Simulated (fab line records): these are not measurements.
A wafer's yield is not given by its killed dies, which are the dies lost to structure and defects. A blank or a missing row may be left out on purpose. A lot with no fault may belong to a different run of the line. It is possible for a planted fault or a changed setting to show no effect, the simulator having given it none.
Matching of chambers + flow n5Finfet + rieDiel-02 running N5_DUMMY_GATE_ETCH_29: 4 sister chambers
The step etches underlayer in N2/H2, target depth 13 nm. 18 wafers are shown with their chamber, then 9 later ones without.

== WAFERS, EACH WITH ITS CHAMBER ==
| wafer  | chamber | throttleValvePct (%) | drypumpMotorCurrentA (A) | showerheadPlenumPTorr (Torr) |
|--------|---------|----------------------|--------------------------|------------------------------|
| L076.2 | 2       | 18.28                | 5.7                      | 2.42                         |
| L076.3 | 0       | 17.29                | 6.7                      | 2.60                         |
| L076.4 | 3       | 17.73                | 5.8                      | 2.45                         |
| L078.1 | 3       | 17.74                | 5.8                      | 2.44                         |
| L078.4 | 2       | 18.27                | 5.7                      | 2.42                         |
| L078.5 | 3       | 17.73                | 5.9                      | 2.44                         |
| L080.1 | 1       | 18.06                | 5.8                      | 2.43                         |
| L080.3 | 0       | 17.32                | 6.7                      | 2.60                         |
| L080.4 | 2       | 18.27                | 5.7                      | 2.41                         |
| L082.3 | 1       | 18.08                | 5.7                      | 2.42                         |
| L082.4 | 0       | 17.34                | 6.7                      | 2.59                         |
| L082.6 | 0       | 17.33                | 6.7                      | 2.59                         |
| L086.2 | 1       | 18.07                | 5.8                      | 2.42                         |
| L086.5 | 1       | 18.05                | 5.8                      | 2.42                         |
| L086.6 | 0       | 17.32                | 6.7                      | 2.59                         |
| L087.2 | 0       | 17.34                | 6.7                      | 2.59                         |
| L087.3 | 3       | 17.77                | 5.8                      | 2.44                         |
| L087.6 | 3       | 17.75                | 5.8                      | 2.44                         |

SIGNATURES, as means of the wafers listed above
| reading               | chamber 0 | chamber 1 | chamber 2 | chamber 3 | scatter within a chamber |
|-----------------------|-----------|-----------|-----------|-----------|--------------------------|
| throttleValvePct      | 17.3233   | 18.0650   | 18.2733   | 17.7440   | 0.0156                   |
| drypumpMotorCurrentA  | 6.700     | 5.775     | 5.700     | 5.820     | 0.0333                   |
| showerheadPlenumPTorr | 2.5933    | 2.4225    | 2.4167    | 2.4420    | 0.00504                  |
Rule: a wafer lies at a distance from a chamber equal to the root of the sum of squares, over the readings, of (its reading less the chamber's mean, divided by the reading's scatter). The wafer belongs to the nearest chamber; if the next one is less than 2 further off, it can't be placed. The scatter is the square root of a quotient: the sum, over the shown wafers, of each reading's squared deviation from its chamber's mean, divided by wafers minus chambers.

== WAFERS WHOSE CHAMBER IS MISSING ==
| wafer  | throttleValvePct (%) | drypumpMotorCurrentA (A) | showerheadPlenumPTorr (Torr) |
|--------|----------------------|--------------------------|------------------------------|
| L088.1 | 17.34                | 6.7                      | 2.59                         |
| L088.2 | 18.07                | 5.8                      | 2.42                         |
| L088.3 | 17.78                | 5.8                      | 2.43                         |
| L094.2 | 18.33                | 5.7                      | 2.40                         |
| L094.3 | 17.36                | 6.7                      | 2.58                         |
| L094.5 | 18.32                | 5.7                      | 2.40                         |
| L097.2 | 18.11                | 5.7                      | 2.41                         |
| L097.4 | 17.37                | 6.7                      | 2.58                         |
| L097.5 | 17.78                | 5.8                      | 2.43                         |

== EACH ONE'S CHAMBER ==
| wafer  | from the rows above | in truth |
|--------|---------------------|----------|
| L088.1 | 0                   | 0        |
| L088.2 | 1                   | 1        |
| L088.3 | 3                   | 3        |
| L094.2 | 2                   | 2        |
| L094.3 | 0                   | 0        |
| L094.5 | 2                   | 2        |
| L097.2 | 1                   | 1        |
| L097.4 | 0                   | 0        |
| L097.5 | 3                   | 3        |
Correctly placed: 9 of 9. Number that these rows cannot place: 0. Placed wrongly: 0.
